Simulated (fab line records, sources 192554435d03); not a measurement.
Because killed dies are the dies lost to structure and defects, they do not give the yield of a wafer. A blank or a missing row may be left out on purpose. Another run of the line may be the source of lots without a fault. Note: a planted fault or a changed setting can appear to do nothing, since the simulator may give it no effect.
Struck lot and sound lot, side by side :: flow n5-finfet :: 17 steps out of a route of 1938
Sound: wafers L644.4, L644.5, L644.6. Struck: wafers L657.2, L657.5 (left out: L657.1, a lot-mate that was not struck); the cause follows at the end.
For every step that has rows: the tool of each side, followed by ch and its chambers, followed by its first start. Under that, the readings that differ: sound wafers :: struck wafers :: difference of the means :: sigmas: that difference in standard deviations of wafers without a fault.
alike: readings whose means differ by less than 2 such deviations, and words and numbers that are the same on both sides. not compared: withheld readings, readings that some wafer has no value for, bounds like >300 that may hide the same value, and numbers for which the record gives no deviation and whose values overlap.
The two part at a step that has a row with sigmas, a row that says differs or no value, or rows on one side only. When numbers do not overlap yet have no deviation, they are printed without sigmas and do not part them. Lack of a reading on every wafer of one side parts them only where that side has two or more wafers.

first, 2 steps without rows for these wafers: N5_BEOL_M2_ANNEAL_82 (time 240 s); N5_BEOL_M2_SPUTTER_86 (material Cu, target thk 4.5 nm, time 8.29 s).
N5_BEOL_M2_ANNEAL_87: time 240 s.
  struck on pvd-sputter-01, day 11 04:14; sound on pvd-sputter-03, day 7 19:52
  alike: heater-power-w
then, 3 steps without rows for these wafers: N5_BEOL_M2_SPUTTER_88 (material Cu, target thk 4.5 nm, time 8.29 s); N5_BEOL_M2_ANNEAL_89 (time 240 s); N5_BEOL_M2_SPUTTER_90 (material Cu, target thk 4.5 nm, time 8.29 s).
N5_BEOL_M2_ANNEAL_91: time 240 s.
  struck on pvd-sputter-01, day 11 04:40; sound on pvd-sputter-03, day 7 20:18
  alike: heater-power-w
then, 1 step without rows for these wafers: N5_BEOL_M2_SPUTTER_92 (material Cu, target thk 4.5 nm, time 8.29 s).
N5_BEOL_M2_ANNEAL_93: time 240 s.
  struck on pvd-sputter-01, day 11 04:53; sound on pvd-sputter-03, day 7 20:31
  alike: heater-power-w
then, 2 steps without rows for these wafers: N5_BEOL_M2_SPUTTER_94 (material Cu, target thk 4.5 nm, time 8.29 s); N5_BEOL_M2_ANNEAL_95 (time 240 s).
N5_BEOL_M2_SPUTTER_96: material Cu, target thk 4.5 nm, time 8.29 s.
  struck on pvd-sputter-01, day 11 05:15; sound on pvd-sputter-03, day 7 20:53
  alike: throttle-valve-pct
N5_BEOL_M2_ECD_50: material Cu, target thk 300 nm.
  sound on ecd-cu-02 ch 0,1, day 7 21:01; struck on ecd-cu-02 ch 1, day 11 05:22
reading: model.Cu_of_BEOL_M2_ECD_50.thk-nm (nm)
sound: 300 302.2 297.2
struck: 225 224.6
difference: -75
sigmas: 
N5_BEOL_M2_ANNEAL_51: time 90 s.
  sound on rtp-anneal-01 ch 0, day 7 21:13; struck on rtp-anneal-01 ch 0, day 11 05:26
  alike: wafer_temp_C_max
N5_BEOL_M2_CMP_52: polishes, stops on SiOC, t overpolish 6.8 s, target thk 40 nm.
  sound on cmp-02 ch 1,2,3, day 7 21:29; struck on cmp-01 ch 1,3, day 11 05:44
reading: time-to-endpoint-s (s)
sound: 63 57 58
struck: 45 46
difference: -14
sigmas: -4
  alike: motor-current-A
N5_BEOL_M2_THK_MEAS_53: measures by xrf.
  struck on film-metro-01, day 11 06:02; sound on film-metro-02, day 7 21:40
  alike: M2_THK
N5_BEOL_M4_RC_MEAS_101:
  sound on prober-02 ch 0, day 9 15:13; struck on prober-01 ch 0, day 12 20:42
  alike: DIBL_N, DIBL_P, IOFF_N, IOFF_P, ION_N, ION_P, SS_N, SS_P, VT_N, VT_P

## WHERE THEY PART
Within this record, at N5_BEOL_M2_CMP_52 only. Later steps at which nothing parts them and some readings are alike: N5_BEOL_M2_THK_MEAS_53, N5_BEOL_M4_RC_MEAS_101.

WHY: what the simulator had put in
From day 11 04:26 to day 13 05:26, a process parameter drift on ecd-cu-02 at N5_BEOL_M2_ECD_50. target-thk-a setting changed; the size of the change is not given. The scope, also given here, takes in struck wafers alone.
